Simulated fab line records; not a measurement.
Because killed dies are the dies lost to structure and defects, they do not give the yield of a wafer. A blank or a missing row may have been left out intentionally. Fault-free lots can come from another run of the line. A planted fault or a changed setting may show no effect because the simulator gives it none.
fab line records    flow n5-finfet
record: lots: 6  wafers: 18  last-day: 18
route steps=1938 shown BEOL_M1@835 BEOL_M2@841 BEOL_M4@1111 PASSIVATION@1936
lots with no fault: from the same line, run without faults
start-h: start of the lot's first displayed wafer, in hours after the record's first day    wait-h: time in hours since the lot's previous step    " repeats the value in the row above    L1.1+2: one row covering several wafers at once    - no value present, or no start provided    * or withheld: withheld    < > ~ a bound
route shown NAME@n: names a module that has steps shown in the file, with the first one's number in the route    usual: the fault-free wafers' mean and standard deviation    same: alike in all rows    chamber/n: place in a boat    sites: readings site by site    _std_site: how widely they spread, as a standard deviation    _edge_site: outer sites' mean less inner sites'    radius-mm: how far each site lies from the wafer's centre    mask NAME#n: copy n    behind: the most recent tool/chamber to have shaped the wafer    hold: what put the lot on hold/how long, in hours/how the hold closed    device: transistor that didn't switch, given as n, p or np    end of line: tests run on the same wafers once the route is complete    a step without rows: its recipe alone    killed: dies lost to structure and defects at the first sort, not the wafer's yield    map: a wafer's dies, marking killed ones x, the rest . and places with no die _
set.NAME: the run value of the setting; set.NAME@STEP: its run value at that earlier step    model.NAME: the simulator's own value behind a step, which no gauge read
lots seen at some steps along the route; tables by step, rows by wafer
services: the hour from which a tool's chamber was out of use, counted from the record's first day as start-h (under 0 if before that day), plus the number of hours and why
== steps ==
step: N5_BEOL_M1_PRE_CLEAN_60
recipe: gas: NH3/H2  time-s: 15  temp-c: *  rf-power-w: 300
usual: heater-power-w: 94/22  rf-fwd-power-W: 296.4/1.3
lot.wafer  tool       chamber  start-h  wait-h  heater-power-w  rf-fwd-power-W
L414.2     cvd-co-01  0        146.47   0.0     99              297.5
L414.4     "          0        "        "       96              295.6
L414.6     "          1        "        "       124             295.7
L418.2     cvd-co-01  1        162.59   0.1     123             293.7
L418.3     "          0        "        "       96              295.8
L418.5     "          2        "        "       59              298.3
L421.1     cvd-co-01  0        181.36   0.0     95              296.6
L421.3     "          1        "        "       126             295.1
L421.5     "          1        "        "       127             295.6
L422.2     cvd-co-02  2        191.52   0.1     79              296.8
L422.3     "          0        "        "       103             296.2
L422.5     "          1        "        "       81              295.9
L429.3     cvd-co-02  2        213.81   0.0     81              297.3
L429.5     "          2        "        "       78              295.6
L429.6     "          1        "        "       84              296.0
L434.1     cvd-co-01  1        261.21   0.0     125             294.3
L434.2     "          2        "        "       61              299.4
L434.6     "          1        "        "       128             294.8
step: N5_BEOL_M1_CO_CAP_55
recipe: material: Co  target-thk-a: 20  temp-c: 200  precursor: CCTBA/H2  pressure-torr: 30  time-s: 102.1
usual: heater-power-w: 247/27
lot.wafer  tool       chamber  start-h  wait-h  heater-power-w
L414.2     cvd-co-01  0        146.51   0.0     252
L414.4     "          0        "        "       248
L414.6     "          1        "        "       282
L418.2     cvd-co-01  1        162.63   0.0     280
L418.3     "          0        "        "       247
L418.5     "          2        "        "       202
L421.1     cvd-co-01  0        181.42   0.0     255
L421.3     "          1        "        "       278
L421.5     "          1        "        "       290
L422.2     cvd-co-02  2        191.56   0.0     234
L422.3     "          0        "        "       260
L422.5     "          1        "        "       233
L429.3     cvd-co-02  2        213.85   0.0     232
L429.5     "          2        "        "       227
L429.6     "          1        "        "       230
L434.1     cvd-co-01  1        261.25   0.0     282
L434.2     "          2        "        "       203
L434.6     "          1        "        "       287
step: N5_BEOL_M1_PRE_CLEAN_56
recipe: gas: NH3  time-s: 15  temp-c: withheld  rf-power-w: 300
step: N5_BEOL_M1_DEP_57
recipe: material: SiCN  target-thk-a: 80  temp-c: withheld  precursor: 3MS/NH3  pressure-torr: 3  rf-w: 202  time-s: 14
usual: rf-fwd-power-W: 199.4/0.9  showerhead-plenum-p-Torr: 3.666/0.013  throttle-valve-pct: 9.1/0.64
lot.wafer  tool      chamber  start-h  wait-h  rf-fwd-power-W  showerhead-plenum-p-Torr  throttle-valve-pct
L414.2     pecvd-01  0        146.62   0.0     199.1           3.683                     8.9
L414.4     "         0        "        "       198.8           3.684                     8.9
L414.6     "         1        "        "       199.1           3.647                     8.3
L418.2     pecvd-01  2        162.82   0.1     199.6           3.679                     9.8
L418.3     "         2        "        "       199.5           3.679                     9.8
L418.5     "         2        "        "       200.2           3.675                     9.6
L421.1     pecvd-03  0        181.57   0.0     199.9           3.671                     10.2
L421.3     "         1        "        "       199.2           3.665                     10.1
L421.5     "         2        "        "       201.1           3.669                     8.7
L422.2     pecvd-03  2        191.68   0.0     200.0           3.667                     8.5
L422.3     "         0        "        "       200.1           3.673                     10.4
L422.5     "         0        "        "       199.9           3.662                     10.3
L429.3     pecvd-04  1        213.97   0.0     200.4           3.659                     9.4
L429.5     "         2        "        "       201.8           3.630                     8.6
L429.6     "         1        "        "       200.1           3.678                     9.4
L434.1     pecvd-04  1        261.37   0.0     200.0           3.667                     9.4
L434.2     "         0        "        "       199.9           3.666                     9.1
L434.6     "         0        "        "       199.3           3.662                     9.2
step: N5_BEOL_M1_RS_MEAS_58
recipe: thk-meas-gauge: four-point-probe  reads: Co_of_BEOL_M1_CO_CAP_55+Cu_of_BEOL_M1_ECD_50+Co_of_BEOL_M1_CVD_47+TaN_of_BEOL_M1_ALD_84
usual: M1_RS: 0.67/0.034
lot.wafer  tool           chamber  start-h  wait-h  M1_RS[ohm/sq]
L414.2     film-metro-02  -        146.69   0.1     0.72
L414.4     "              -        "        "       0.71
L414.6     "              -        "        "       0.65
L418.2     film-metro-01  -        162.94   0.1     0.72
L418.3     "              -        "        "       0.66
L418.5     "              -        "        "       0.69
L421.1     film-metro-02  -        181.64   0.0     0.69
L421.3     "              -        "        "       0.69
L421.5     "              -        "        "       0.65
L422.2     film-metro-01  -        191.75   0.1     0.70
L422.3     "              -        "        "       0.68
L422.5     "              -        "        "       0.70
L429.3     film-metro-01  -        214.03   0.1     0.63
L429.5     "              -        "        "       0.69
L429.6     "              -        "        "       0.62
L434.1     film-metro-01  -        261.43   0.0     0.68
L434.2     "              -        "        "       0.73
L434.6     "              -        "        "       0.64
step: N5_BEOL_M1_INSPECT_59
recipe: inspect-instrument: darkfield  mode: post-dep
usual: raw-defect-count: 68/23
lot.wafer  tool               chamber  start-h  wait-h  raw-defect-count
L414.2     defect-inspect-01  -        146.72   0.0     81
L414.4     "                  -        "        "       58
L414.6     "                  -        "        "       64
L418.2     defect-inspect-02  -        162.96   0.0     41
L418.3     "                  -        "        "       58
L418.5     "                  -        "        "       68
L421.1     defect-inspect-01  -        181.66   0.0     58
L421.3     "                  -        "        "       94
L421.5     "                  -        "        "       62
L422.2     defect-inspect-01  -        191.77   0.0     78
L422.3     "                  -        "        "       42
L422.5     "                  -        "        "       77
L429.3     defect-inspect-02  -        214.06   0.0     80
L429.5     "                  -        "        "       61
L429.6     "                  -        "        "       50
L434.1     defect-inspect-02  -        261.46   0.0     65
L434.2     "                  -        "        "       82
L434.6     "                  -        "        "       105
step: N5_BEOL_M2_ILD_DEP_00
recipe: material: SiOC  target-thk-a: 790  temp-c: 350  precursor: DEMS/O2  pressure-torr: 5  rf-w: 500  time-s: 15.3
usual: heater-power-w: 470/43  rf-fwd-power-W: 493.5/2  showerhead-plenum-p-Torr: 5.690/0.017  throttle-valve-pct: 12.0/0.64
lot.wafer  tool      chamber  start-h  wait-h  heater-power-w  rf-fwd-power-W  showerhead-plenum-p-Torr  throttle-valve-pct
L414.2     pecvd-01  2        146.75   0.0     405             495.2           5.711                     12.7
L414.4     "         2        "        "       410             494.5           5.703                     12.8
L414.6     "         0        "        "       476             494.8           5.718                     11.8
L418.2     pecvd-02  2        163.00   0.0     432             493.3           5.659                     11.3
L418.3     "         1        "        "       509             491.6           5.671                     13.0
L418.5     "         2        "        "       439             490.3           5.663                     11.5
L421.1     pecvd-02  2        181.70   0.0     532             492.8           5.671                     11.5
L421.3     "         0        "        "       496             495.0           5.708                     12.3
L421.5     "         2        "        "       538             492.4           5.670                     11.5
L422.2     pecvd-04  1        191.81   0.0     456             493.7           5.704                     12.2
L422.3     "         0        "        "       538             495.3           5.680                     12.1
L422.5     "         2        "        "       475             495.9           5.665                     11.5
L429.3     pecvd-02  1        214.10   0.0     493             488.7           5.673                     12.6
L429.5     "         0        "        "       488             491.7           5.700                     12.7
L429.6     "         2        "        "       472             492.1           5.679                     11.5
L434.1     pecvd-01  2        261.50   0.0     435             495.3           5.710                     10.9
L434.2     "         1        "        "       457             488.8           5.676                     11.0
L434.6     "         0        "        "       462             491.1           5.703                     11.6
step: N5_BEOL_M2_THK_MEAS_01
recipe: reads: SiOC_of_BEOL_M2_ILD_DEP_00
usual: M2_ILD_THK: 78.9/0.99
lot.wafer  tool           chamber  start-h  wait-h  M2_ILD_THK[nm]
L414.2     film-metro-01  -        146.82   0.1     78.1
L414.4     "              -        "        "       79.1
L414.6     "              -        "        "       79.5
L418.2     film-metro-01  -        163.07   0.1     80.1
L418.3     "              -        "        "       78.6
L418.5     "              -        "        "       80.1
L421.1     film-metro-02  -        181.77   0.0     78.7
L421.3     "              -        "        "       77.8
L421.5     "              -        "        "       80.2
L422.2     film-metro-01  -        191.88   0.1     78.0
L422.3     "              -        "        "       77.9
L422.5     "              -        "        "       79.8
L429.3     film-metro-02  -        214.16   0.1     78.1
L429.5     "              -        "        "       79.1
L429.6     "              -        "        "       80.6
L434.1     film-metro-01  -        261.56   0.0     78.8
L434.2     "              -        "        "       78.8
L434.6     "              -        "        "       79.5
step: N5_BEOL_M2_PECVD_72
recipe: material: SiO2  target-thk-a: 160  temp-c: 400  precursor: TEOS/O2  pressure-torr: 5.5  rf-w: 450  teos-flow-sccm: 53.8  gas: O2  flow-sccm: 3000  time-s: 18
usual: heater-power-w: 681/59  rf-fwd-power-W: 444.1/1.9  showerhead-plenum-p-Torr: 8.77/0.068  throttle-valve-pct: 22.3/1.2
lot.wafer  tool      chamber  start-h  wait-h  heater-power-w  rf-fwd-power-W  showerhead-plenum-p-Torr  throttle-valve-pct
L414.2     pecvd-01  0        146.86   0.0     657             440.6           8.87                      21.4
L414.4     "         2        "        "       668             446.6           8.86                      23.7
L414.6     "         0        "        "       638             443.3           8.84                      21.8
L418.2     pecvd-02  0        163.10   0.0     726             445.7           8.81                      23.5
L418.3     "         1        "        "       721             444.1           8.72                      24.5
L418.5     "         2        "        "       728             443.3           8.68                      21.2
L421.1     pecvd-01  1        181.80   0.0     703             441.5           8.75                      21.1
L421.3     "         2        "        "       663             445.3           8.84                      23.8
L421.5     "         1        "        "       692             441.6           8.77                      20.5
L422.2     pecvd-01  1        191.91   0.0     667             443.0           8.76                      21.1
L422.3     "         2        "        "       666             442.3           8.83                      23.7
L422.5     "         1        "        "       658             440.6           8.73                      20.9
L429.3     pecvd-01  1        214.22   0.1     626             440.4           8.76                      20.7
L429.5     "         1        "        "       632             441.7           8.76                      20.6
L429.6     "         0        "        "       693             442.3           8.83                      21.8
L434.1     pecvd-04  1        261.60   0.0     606             446.4           8.81                      23.4
L434.2     "         2        "        "       695             446.7           8.64                      21.4
L434.6     "         0        "        "       773             443.0           8.78                      22.6
step: N5_BEOL_M2_HM_DEP_02
recipe: material: TiN  target-thk-a: 200  temp-c: 25  chamber-pressure-pa: 0.49996
step: N5_BEOL_M2_COAT_61
recipe: resist: SOC  temp-c: 250  time-s: 60  spin-rpm: 1500  resist-thk-nm: 60
step: N5_BEOL_M2_COAT_62
recipe: resist: SiARC  temp-c: 220  time-s: 60  spin-rpm: 1500  resist-thk-nm: 12
step: N5_BEOL_M2_COAT_73
recipe: resist: underlayer  temp-c: 205  time-s: 60  spin-rpm: 1500  resist-thk-nm: 5
usual: heater-power-total-W: 391.8/1.4  plate-temp-C: 204.98/0.13
lot.wafer  tool            chamber  start-h  wait-h  heater-power-total-W  plate-temp-C
L414.2     litho-track-04  0        147.72   -       390.6                 205.10
L414.4     "               0        "        "       392.7                 204.97
L414.6     "               0        "        "       394.0                 205.05
L418.2     litho-track-01  0        165.62   -       390.4                 205.05
L418.3     "               0        "        "       392.7                 205.02
L418.5     "               0        "        "       389.5                 204.96
L421.1     litho-track-01  0        182.69   -       404.0                 210.97
L421.3     "               0        "        "       408.0                 211.48
L421.5     "               0        "        "       405.1                 211.46
L422.2     litho-track-01  0        192.90   -       408.3                 211.72
L422.3     "               0        "        "       406.3                 211.43
L422.5     "               0        "        "       408.8                 211.45
L429.3     litho-track-02  0        214.41   -       392.8                 204.88
L429.5     "               0        "        "       393.4                 205.17
L429.6     "               0        "        "       393.1                 205.15
L434.1     litho-track-01  0        262.63   -       392.4                 205.04
L434.2     "               0        "        "       393.4                 204.93
L434.6     "               0        "        "       390.2                 204.94
step: N5_BEOL_M2_COAT_05
recipe: resist: CAR-EUV  spin-rpm: 1500  resist-thk-nm: 30
step: N5_BEOL_M4_RC_MEAS_101
usual: DIBL_N: 36.1/1.6  DIBL_P: 35.8/2  IOFF_N: 0.157/0.029  IOFF_P: 0.21/0.034  ION_N: 677/13  ION_P: 465/8.1  SS_N: 71.3/0.61  SS_P: 73.2/0.65  VT_N: 249/3.3  VT_P: -250/3.2
lot.wafer  tool       chamber  start-h  wait-h  DIBL_N[mV/V]  DIBL_P[mV/V]  IOFF_N[nA/um]  IOFF_P[nA/um]  ION_N[uA/um]  ION_P[uA/um]  SS_N[mV/dec]  SS_P[mV/dec]  VT_N[mV]  VT_P[mV]
L414.2     prober-02  0        205.54   0.2     34.9          34.2          0.161          0.18           681           466           71.0          73.5          246       -250
L414.4     "          0        "        "       34.1          34.2          0.137          0.18           667           461           70.6          72.7          251       -251
L414.6     "          0        "        "       34.9          33.5          0.155          0.18           698           468           70.4          72.3          248       -253
L418.2     prober-01  0        229.32   0.2     36.0          33.5          0.140          0.20           668           458           71.5          72.9          249       -248
L418.3     "          0        "        "       36.3          34.1          0.150          0.21           666           464           71.3          73.0          247       -247
L418.5     "          0        "        "       35.9          33.8          0.151          0.20           681           467           70.9          72.8          249       -248
L421.1     prober-01  0        243.02   0.0     38.9          39.3          0.208          0.29           685           479           71.3          74.1          244       -246
L421.3     "          0        "        "       38.8          38.3          0.199          0.26           677           465           71.9          74.2          245       -247
L421.5     "          0        "        "       38.1          38.6          0.187          0.26           679           471           72.1          73.3          246       -246
L422.2     prober-01  0        245.02   0.2     35.6          34.8          0.155          0.23           674           462           71.0          72.5          248       -247
L422.3     "          0        "        "       35.3          34.7          0.144          0.24           660           462           71.1          72.7          252       -246
L422.5     "          0        "        "       32.6          31.8          0.116          0.19           661           464           69.8          72.5          251       -246
L429.3     prober-01  0        277.21   0.3     38.2          38.6          0.186          0.22           673           458           71.8          74.1          249       -248
L429.5     "          0        "        "       35.8          36.1          0.143          0.18           676           460           70.7          72.9          251       -253
L429.6     "          0        "        "       37.0          36.6          0.148          0.18           663           456           72.2          72.7          254       -253
L434.1     prober-02  0        315.44   0.0     36.5          36.4          0.175          0.22           683           461           71.8          73.7          249       -249
L434.2     "          0        "        "       35.7          35.6          0.160          0.22           687           472           71.0          73.5          249       -249
L434.6     "          0        "        "       36.7          36.6          0.182          0.23           684           464           71.5          73.3          248       -248
step: N5_PASSIVATION_PROBE_49
usual: defect-limited-yield: 91.0/1.4  killed_at_M0_to_M3: 33/11  killed_at_M4_up: 14/5  killed-at-contacts: 11/7.3  killed-at-front-end: 43/12  killed-at-other: 4/3.1  killed-dies: 106/17  killed-open: 69/13  killed-short: 34/8.7  sort_bin_5_function: 5.2/0.96  sort_bin_6_memory: 3.3/0.66  sort-n-pass: 1074/17  sort-yield-pct: 91.0/1.4
same: gross-dies: 1180  killed-at-back-side: 0  sort_bin_4_leakage[%]: 0  sort_bin_8_speed[%]: 0
lot.wafer  tool       chamber  start-h  wait-h  defect-limited-yield[%]  killed_at_M0_to_M3  killed_at_M4_up  killed-at-contacts  killed-at-front-end  killed-at-other  killed-dies  killed-open  killed-short  sort_bin_5_function[%]  sort_bin_6_memory[%]  sort-n-pass  sort-yield-pct[%]
L414.2     prober-01  -        326.52   0.1     92.9                     18                  10               16                  36                   4                84           60           24            3.6                     3.2                   1096         92.9
L414.4     prober-01  -        326.62   0.2     92.8                     20                  10               8                   43                   4                85           54           31            4.3                     2.2                   1095         92.8
L414.6     prober-01  -        326.72   0.3     90.2                     22                  18               4                   66                   6                116          73           40            5.9                     3.5                   1064         90.2
L418.2     prober-01  -        336.61   0.1     90.2                     37                  15               15                  47                   2                116          80           36            5.8                     3.8                   1064         90.2
L418.3     prober-01  -        336.66   0.1     90.1                     33                  9                13                  55                   7                117          69           42            4.8                     4.3                   1063         90.1
L418.5     prober-01  -        336.76   0.2     90.8                     35                  8                15                  48                   3                109          84           24            5.4                     3.7                   1071         90.8
L421.1     prober-02  -        346.06   0.0     91.5                     32                  11               18                  37                   2                100          68           31            4.4                     3.7                   1080         91.5
L421.3     prober-02  -        346.16   0.1     91.1                     41                  12               20                  30                   2                105          62           39            5.4                     2.9                   1075         91.1
L421.5     prober-02  -        346.26   0.2     90.3                     50                  6                9                   39                   11               115          65           46            5.1                     4.2                   1065         90.3
L422.2     prober-01  -        357.81   0.1     90.6                     46                  8                5                   44                   8                111          72           39            5.6                     3.6                   1069         90.6
L422.3     prober-01  -        357.86   0.1     91.2                     39                  19               3                   34                   9                104          60           38            4.7                     3.3                   1076         91.2
L422.5     prober-01  -        357.96   0.2     90.4                     38                  13               6                   50                   6                113          55           53            4.9                     3.8                   1067         90.4
L429.3     prober-01  -        389.94   0.1     90.8                     18                  10               13                  61                   7                109          69           33            4.6                     4.2                   1071         90.8
L429.5     prober-01  -        390.04   0.2     89.4                     20                  16               10                  63                   16               125          72           40            6.4                     3.5                   1055         89.4
L429.6     prober-01  -        390.09   0.3     91.4                     29                  13               6                   45                   9                102          59           34            5.9                     2.4                   1078         91.4
L434.1     prober-01  -        438.18   0.0     92.5                     29                  11               11                  33                   4                88           50           32            4.2                     2.5                   1092         92.5
L434.2     prober-01  -        438.23   0.1     93.6                     32                  17               5                   18                   3                75           59           14            3.7                     2.5                   1105         93.6
L434.6     prober-01  -        438.43   0.3     89.1                     45                  29               14                  38                   3                129          88           35            6.2                     4.3                   1051         89.1
killed by level:class
L414.2 MOL_CONTACT_COAG:geometric-particle:open=13 STI_FIN_REVEAL:geometric-particle:open=10 FIN_SAQP:geometric-particle:open=9 BEOL_M1:geometric-particle:short=5 STI_FIN_REVEAL:geometric-particle:short=5 BEOL_M3:geometric-particle:open=5 FIN_SAQP:geometric-particle:short=4 DUMMY_GATE:geometric-particle:open=4
L414.4 FIN_SAQP:geometric-particle:short=14 STI_FIN_REVEAL:geometric-particle:open=14 MOL_CONTACT_COAG:geometric-particle:open=8 FIN_SAQP:geometric-particle:open=5 STI_FIN_REVEAL:geometric-particle:short=5 BEOL_M1:geometric-particle:open=5 BEOL_M4:geometric-particle:open=5 BEOL_M3:geometric-particle:open=4
L414.6 STI_FIN_REVEAL:geometric-particle:open=18 FIN_SAQP:geometric-particle:open=15 FIN_SAQP:geometric-particle:short=12 BEOL_M0_SAQP:geometric-particle:open=7 BEOL_M4:geometric-particle:open=7 GATE_CUT:geometric-particle:short=6 BEOL_M0_SAQP:geometric-particle:short=5 BEOL_M1:geometric-particle:short=5
L418.2 FIN_SAQP:geometric-particle:short=14 BEOL_M3:geometric-particle:open=12 MOL_CONTACT_COAG:geometric-particle:open=11 BEOL_M1:geometric-particle:open=10 BEOL_M5:geometric-particle:open=7 DUMMY_GATE:geometric-particle:open=6 BEOL_M0_SAQP:geometric-particle:open=6 FIN_SAQP:geometric-particle:open=5
L418.3 STI_FIN_REVEAL:geometric-particle:open=19 FIN_SAQP:geometric-particle:short=10 MOL_CONTACT_COAG:geometric-particle:open=10 BEOL_M0_SAQP:geometric-particle:short=6 BEOL_M2:geometric-particle:open=6 BEOL_M1:geometric-particle:open=5 HKMG_FIN:area-etch=5 DUMMY_GATE:geometric-particle:open=4
L418.5 STI_FIN_REVEAL:geometric-particle:open=16 MOL_CONTACT_COAG:geometric-particle:open=15 FIN_SAQP:geometric-particle:open=13 BEOL_M3:geometric-particle:open=8 BEOL_M0_SAQP:geometric-particle:short=7 FIN_SAQP:geometric-particle:short=6 BEOL_M1:geometric-particle:open=5 BEOL_M0_SAQP:geometric-particle:open=5
L421.1 MOL_CONTACT_COAG:geometric-particle:open=11 STI_FIN_REVEAL:geometric-particle:open=11 FIN_SAQP:geometric-particle:open=7 BEOL_M4:geometric-particle:open=7 MOL_CONTACT_COAG:geometric-particle:short=7 BEOL_M0_SAQP:geometric-particle:short=7 BEOL_M0_SAQP:geometric-particle:open=6 GATE_CUT:geometric-particle:short=5
L421.3 MOL_CONTACT_COAG:geometric-particle:open=16 BEOL_M0_SAQP:geometric-particle:short=10 FIN_SAQP:geometric-particle:short=9 BEOL_M2:geometric-particle:open=8 BEOL_M0_SAQP:geometric-particle:open=7 FIN_SAQP:geometric-particle:open=5 BEOL_M1:geometric-particle:open=5 MOL_CONTACT_COAG:geometric-particle:short=4
L421.5 BEOL_M0_SAQP:geometric-particle:open=15 BEOL_M0_SAQP:geometric-particle:short=14 STI_FIN_REVEAL:geometric-particle:open=9 BEOL_M3:geometric-particle:open=8 MOL_CONTACT_COAG:geometric-particle:open=5 BEOL_M1:geometric-particle:open=5 FIN_SAQP:geometric-particle:short=4 FIN_SAQP:geometric-particle:open=4
L422.2 FIN_SAQP:geometric-particle:open=13 BEOL_M0_SAQP:geometric-particle:short=11 BEOL_M0:geometric-particle:open=11 FIN_SAQP:geometric-particle:short=10 BEOL_M2:geometric-particle:open=9 BEOL_M0_SAQP:geometric-particle:open=7 BEOL_M5:geometric-particle:open=5 PAD_METAL:geometric-particle:open=5
L422.3 BEOL_M0_SAQP:geometric-particle:short=9 FIN_SAQP:geometric-particle:short=8 BEOL_M0_SAQP:geometric-particle:open=8 BEOL_M4:geometric-particle:open=8 BEOL_M1:geometric-particle:open=7 STI_FIN_REVEAL:geometric-particle:open=6 HKMG_FIN:area-etch=5 BEOL_M1:geometric-particle:short=4
L422.5 BEOL_M0_SAQP:geometric-particle:short=15 FIN_SAQP:geometric-particle:open=8 BEOL_M1:geometric-particle:open=8 FIN_SAQP:geometric-particle:short=7 BEOL_M4:geometric-particle:open=7 ILD0:geometric-particle:short=6 HKMG_FIN:area-etch=5 DUMMY_GATE:geometric-particle:open=4
L429.3 STI_FIN_REVEAL:geometric-particle:open=18 MOL_CONTACT_COAG:geometric-particle:open=13 FIN_SAQP:geometric-particle:short=13 FIN_SAQP:geometric-particle:open=10 DUMMY_GATE:geometric-particle:open=5 BEOL_M0_SAQP:geometric-particle:short=4 BEOL_M3:geometric-particle:open=4 BEOL_M3:geometric-particle:short=4
L429.5 STI_FIN_REVEAL:geometric-particle:open=15 GATE_CUT:geometric-particle:short=11 FIN_SAQP:geometric-particle:open=10 FIN_SAQP:geometric-particle:short=7 MOL_CONTACT_COAG:geometric-particle:open=7 PASSIVATION:area-etch=7 BEOL_M3:geometric-particle:open=6 BEOL_M4:geometric-particle:open=6
L429.6 STI_FIN_REVEAL:geometric-particle:open=13 FIN_SAQP:geometric-particle:open=12 FIN_SAQP:geometric-particle:short=9 BEOL_M2:geometric-particle:short=7 PASSIVATION:area-etch=7 BEOL_M4:geometric-particle:open=6 BEOL_M0:geometric-particle:open=5 BEOL_M2:geometric-particle:open=5
L434.1 MOL_CONTACT_COAG:geometric-particle:open=9 FIN_SAQP:geometric-particle:short=8 BEOL_M1:geometric-particle:open=7 BEOL_M2:geometric-particle:open=7 FIN_SAQP:geometric-particle:open=6 HKMG_FIN:area-etch=5 BEOL_M4:geometric-particle:open=4 GATE_CUT:geometric-particle:short=4
L434.2 BEOL_M2:geometric-particle:open=9 BEOL_M0_SAQP:geometric-particle:open=7 BEOL_M3:geometric-particle:open=6 BEOL_M7:geometric-particle:open=5 FIN_SAQP:geometric-particle:open=4 MOL_CONTACT_COAG:geometric-particle:open=4 BEOL_M4:geometric-particle:open=4 STI_FIN_REVEAL:geometric-particle:open=3
L434.6 BEOL_M4:geometric-particle:open=14 MOL_CONTACT_COAG:geometric-particle:open=11 BEOL_M2:geometric-particle:open=10 BEOL_M1:geometric-particle:open=8 BEOL_M0_SAQP:geometric-particle:open=7 DUMMY_GATE:geometric-particle:open=6 BEOL_M5:geometric-particle:open=6 STI_FIN_REVEAL:geometric-particle:open=5
== services ==
tool       chamber  start-h  hours  kind
cvd-co-01  -        133.06   2.0    repair
pecvd-03   2        142.11   7.6    repair
cvd-co-02  1        149.02   8.5    repair
pecvd-03   -        154.55   6.0    pm
pecvd-01   0        157.27   29.6   repair
cvd-co-02  -        159.69   17.8   repair
pecvd-01   1        162.53   5.0    scheduled-down
pecvd-04   2        168.05   5.5    scheduled-down
cvd-co-01  -        176.06   0.8    repair
pecvd-04   1        177.63   6.5    repair
pecvd-01   -        180.22   1.5    repair
pecvd-03   0        192.22   5.5    scheduled-down
pecvd-01   2        202.38   -      clean
pecvd-01   2        202.38   -      consumable-replace:showerhead
pecvd-01   2        202.38   29.0   scheduled-down
pecvd-01   2        202.38   29.0   vent-cycle
cvd-co-02  1        205.50   7.8    repair
pecvd-02   -        223.37   1.4    repair
pecvd-02   0        226.94   5.0    scheduled-down
pecvd-04   2        258.08   2.1    scheduled-down
pecvd-02   1        260.62   5.5    scheduled-down
== key ==
first-sign: step: N5_BEOL_M2_COAT_73  reading: plate-temp-C  direction: up  sigmas: 49  usual: *  struck: *
effect: step: N5_BEOL_M2_COAT_73  reading: heater-power-total-W  direction: up  sigmas: 11  usual: *  struck: *
met-at N5_BEOL_M2_COAT_73
struck-wafers L421.1,L421.3,L421.5,L422.2,L422.3,L422.5
onset-between 165.62 182.69
fault: kind: process-parameter-drift  tool: litho-track-01  chamber: -  onset-h: 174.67  steps: N5_BEOL_M2_COAT_73  channel: temp-c  offset: *  shape: step  end-h: 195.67  acts-in: *  stated: *
